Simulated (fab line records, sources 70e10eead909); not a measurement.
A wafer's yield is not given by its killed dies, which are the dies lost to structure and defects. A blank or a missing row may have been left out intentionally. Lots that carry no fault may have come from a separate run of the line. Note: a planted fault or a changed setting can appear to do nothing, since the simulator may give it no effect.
Problem report, 8D (eight disciplines) form, completed by code | flow nand-harc | the parts of the form that need people (team, actions taken, sign-off) are left out

== 1. PROBLEM STATEMENT ==
At NHARC_A_WL_FILL_ETCHBACK_04, oes-product-au averages 0.780 a.u. over 4 wafers from 3 lots, while fault-free wafers read 0.993 a.u., standard deviation 0.011. That is -19 standard deviations from the usual mean.
The step: etches the open film in NF3, target depth 60 nm, time 120 s.
First seen on wafer L571.1, day 26 09:14, on rie-metal-03. The record holds 44 wafers of 15 lots with a number at this step. Rule for "out" (also "out of limits"): further than 4 standard deviations from the usual mean. All remaining wafers that have a number are taken as sound.

== 2. WHAT THIS IS AND IS NOT ==
question                    | is                             | is not
which readings at this step | oes-product-au                 | drypump-motor-current-A
which lots                  | L571, L572, L574               | L558, L559, L560, L561, L562, L564, L565, L566, L575, L579, L580, L581
which wafers of those lots  | L571.1, L572.6, L574.1, L574.6 | L571.5, L572.3, L572.4, L574.5
read on which tools         | rie-metal-03                   | rie-metal-01, rie-metal-02
when                        | from day 26 09:14              | up to then (25 sound wafers); but 15 sound wafers of L572, L574, L575, L579, L580, L581 came after

== 3. THE SUSPECTS, EACH WITH WHAT RULES IT OUT ==
Counting: a tool at a process step up to the reading stays a suspect if it ran every lot that is out. Sound lots after the first of them don't rule it out here, since some wafers of a struck lot are sound.
- rie-metal-03 at NHARC_A_WL_FILL_ETCHBACK_04 (etches the open film in NF3, target depth 60 nm, time 120 s): kept. It processed each lot that is out (first: L571, day 26 09:14); up to then, its last sound lot is L565 (day 24 03:12). Out on those wafers are its own readings of oes-product-au.
The count leaves rie-metal-03 at NHARC_A_WL_FILL_ETCHBACK_04.

== 4. THE CAUSE (what the simulator had put in) ==
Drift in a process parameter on rie-metal-03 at NHARC_A_WL_FILL_ETCHBACK_04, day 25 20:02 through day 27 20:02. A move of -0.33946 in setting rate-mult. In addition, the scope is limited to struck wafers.
Only this tool survived the counting.

== 5. SEQUENCE OF EFFECTS, ordered by route ==
Rows list readings where the struck wafers' mean (over those with a number) sits beyond 3 standard deviations from the usual. Readings are gone through only where the record gives a usual standard deviation; hours: the median, over the lots, of the time from a lot's start at the first step in this table giving one to that lot's start at this step; sigmas: the change measured in usual standard deviations.
hours | step                        | reading        | usual      | on struck wafers | change | sigmas
0     | NHARC_A_WL_FILL_ETCHBACK_04 | oes-product-au | 0.993 a.u. | 0.780            | -0.213 | -19
Process steps it contains:
- NHARC_A_WL_FILL_ETCHBACK_04: etches the open film in NF3, target depth 60 nm, time 120 s.

== 6. WHAT WOULD HAVE CAUGHT IT SOONER ==
The fault began at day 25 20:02; the first out-of-limits reading in this record came at day 26 09:14, 13 hours later.
